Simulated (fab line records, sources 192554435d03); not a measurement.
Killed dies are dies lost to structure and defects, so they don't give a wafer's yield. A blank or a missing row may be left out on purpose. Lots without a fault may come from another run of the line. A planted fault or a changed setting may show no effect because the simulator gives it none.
A struck lot beside a sound one | flow n5_finfet | 38 steps out of a route of 1938
Sound: wafers L721.1, L721.3, L721.6. Struck: wafers L732.3, L732.4, L732.6. The cause comes at the end.
At each step with rows: each side's tool, then ch and its chambers, then its first start. Under that, the readings that differ: sound wafers | struck wafers | difference of the means | sigmas: that difference in standard deviations of wafers without a fault.
alike: readings whose means differ by less than 2 such deviations, and words and numbers that are the same on both sides. not compared: withheld readings, readings that some wafer has no value for, bounds like >300 that may hide the same value, and numbers for which the record gives no deviation and whose values overlap.
The two part at a step that has a row with sigmas, a row that says differs or no value, or rows on one side only. Numbers that don't overlap but have no deviation are shown without sigmas and don't part them. A reading that every wafer of one side lacks parts them only if that side has two wafers or more.

first, 9 steps without rows for these wafers: N5_BEOL_M4_ANNEAL_95 (time 240 s); N5_BEOL_M4_SPUTTER_96 (material Cu, target thk 4.5 nm, time 8.29 s); N5_BEOL_M4_ECD_50 (material Cu, target thk 300 nm); N5_BEOL_M4_ANNEAL_51 (time 90 s); N5_BEOL_M4_CMP_52 (polishes, stops on SiOC, t overpolish 6.8 s, target thk 40 nm); N5_BEOL_M4_PRE_CLEAN_60 (time 15 s); N5_BEOL_M4_CO_CAP_55 (material Co, precursor CCTBA/H2, target thk 2 nm, time 102.1 s); N5_BEOL_M4_PRE_CLEAN_56 (time 15 s); N5_BEOL_M4_DEP_57 (deposits SiCN from 3MS/NH3, target thk 8 nm, time 14 s).
N5_BEOL_M4_RC_MEAS_101:
  sound on prober-02 ch 0, day 10 15:45; struck on prober-01 ch 0, day 13 06:28
  alike: DIBL_N, DIBL_P, IOFF_N, IOFF_P, ION_N, ION_P, SS_N, SS_P, VT_N, VT_P
then, 24 steps without rows for these wafers: N5_BEOL_M5_ILD_DEP_00 (deposits SiCOH lowk from DEMS/porogen, target thk 140.64 nm, time 25.9 s); N5_BEOL_M5_CURE_79 (cures SiCOH lowk, time 240 s); N5_BEOL_M5_PECVD_70 (deposits SiO2 from TEOS/O2, target thk 16 nm, time 18 s); N5_BEOL_M5_HM_DEP_02 (deposits TiN, target thk 20 nm); N5_BEOL_M5_COAT_59 (time 60 s, resist thk 60 nm); N5_BEOL_M5_COAT_60 (time 60 s, resist thk 12 nm); N5_BEOL_M5_COAT_71 (time 60 s, resist thk 5 nm); N5_BEOL_M5_COAT_05 (resist thk 30 nm); N5_BEOL_M5_EBR_07; N5_BEOL_M5_SOFTBAKE_06 (time 60 s); N5_BEOL_M5_EXPOSE_08 (exposes mask M5, target cd 28 nm); N5_BEOL_M5_PEB_09 (peb time 60 s); N5_BEOL_M5_DEVELOP_10 (develop time 30 s); N5_BEOL_M5_DESCUM_16 (chemistry O2, time 7 s); N5_BEOL_M5_ETCH_72 (etches underlayer in N2/H2, target depth 6.5 nm, time 5.2 s); N5_BEOL_M5_ETCH_61 (etches SiARC in CF4, target depth 15.6 nm, time 26 s); N5_BEOL_M5_ETCH_62 (etches SOC in N2/H2, target depth 75 nm, overetch 15 nm, time 112.5 s); N5_BEOL_M5_STRIP_63 (strips in N2/H2); N5_BEOL_M5_STRIP_73 (strips in N2/H2); N5_BEOL_M5_STRIP_64 (strips in CF4); N5_BEOL_M5_HM_OPEN_17 (chemistry Cl2/BCl3, target TiN, target depth 20 nm, overetch 6 nm); N5_BEOL_M5_STRIP_19 (strips in O2); N5_BEOL_M5_COAT_65 (time 60 s, resist thk 60 nm); N5_BEOL_M5_COAT_66 (time 60 s, resist thk 12 nm).
-- the record jumps here: 3 days lie between the struck wafers' starts before and after (it left off in module BEOL_M5 and takes up again in module BEOL_M12, whose first step shown is number 1639 of the route) --
N5_BEOL_M12_TRENCH_ETCH_34: etches SiOC in C4F8/O2/Ar, target depth 318.95 nm, time 125.5 s.
  sound on rie_diel-04 ch 1,2, day 13 13:47; struck on rie_diel-04 ch 2,3, day 16 09:13
  no value came back on the struck wafers for any of 7 readings (C4F8_flow_sccm (sccm), O2_flow_sccm (sccm) and others); on the sound wafers C4F8_flow_sccm (sccm) reads 14.99 14.99 15.01
  reading                                     | sound | struck         | difference | sigmas
  model.SiARC_of_BEOL_M12_COAT_66.thk_nm (nm) | 0 0 0 | 84.8 85.2 84.8 | +84.9      |
  not compared: rf_hours_counter_h
N5_BEOL_M12_OCD_MEAS_35:
  sound on ocd-02, day 13 13:57; struck on ocd-01, day 16 09:22
  reading              | sound       | struck | difference | sigmas
  trench_depth_nm (nm) | 321 321 318 | 0 0 0  | -320       | -59
N5_BEOL_M12_CMP_49: polishes, stops on SiOC, t overpolish 20.6 s, target thk 320 nm.
  sound on cmp-03 ch 0,1, day 13 19:07; struck on cmp-03 ch 1,2, day 16 15:31
  reading                                 | sound           | struck  | difference | sigmas
  model.Cu_of_BEOL_M12_ECD_47.thk_nm (nm) | 320.2 321.8 316 | 0.4 0 1 | -318.9     |
  alike: barrier_field_endpoint_s, motor_current_A, overpolish_run_s, slurry_filter_dp_kPa
N5_PASSIVATION_PROBE_49:
  sound on prober-02, day 15 08:38; struck on prober-02, day 18 04:53
  reading                  | sound          | struck         | difference | sigmas
  defect_limited_yield (%) | 92.5 90.0 90.8 | 0 0 0          | -91        | -65
  killed_at_M4_up          | 22 21 19       | 1078 1108 1046 | +1057      | +99 or more
  killed_dies              | 89 118 109     | 1180 1180 1180 | +1075      | +67
  killed_on_rim            | 8 18 17        | 152 152 152    | +138       | +33
  sort_bin_5_function (%)  | 4.3 6.2 5.6    | 96.4 97.9 93.6 | +90.6      | +99 or more
  sort_n_pass              | 1091 1062 1071 | 0 0 0          | -1075      | -51
  sort_yield_pct (%)       | 92.5 90.0 90.8 | 0 0 0          | -91        | -51
  alike: killed_at_M0_to_M3, killed_at_contacts, killed_at_front_end, killed_at_other, killed_open, killed_short, sort_bin_6_memory

WHERE THEY PART
First at N5_BEOL_M12_TRENCH_ETCH_34; last, within this record, at N5_PASSIVATION_PROBE_49.

WHY: what the simulator had put in
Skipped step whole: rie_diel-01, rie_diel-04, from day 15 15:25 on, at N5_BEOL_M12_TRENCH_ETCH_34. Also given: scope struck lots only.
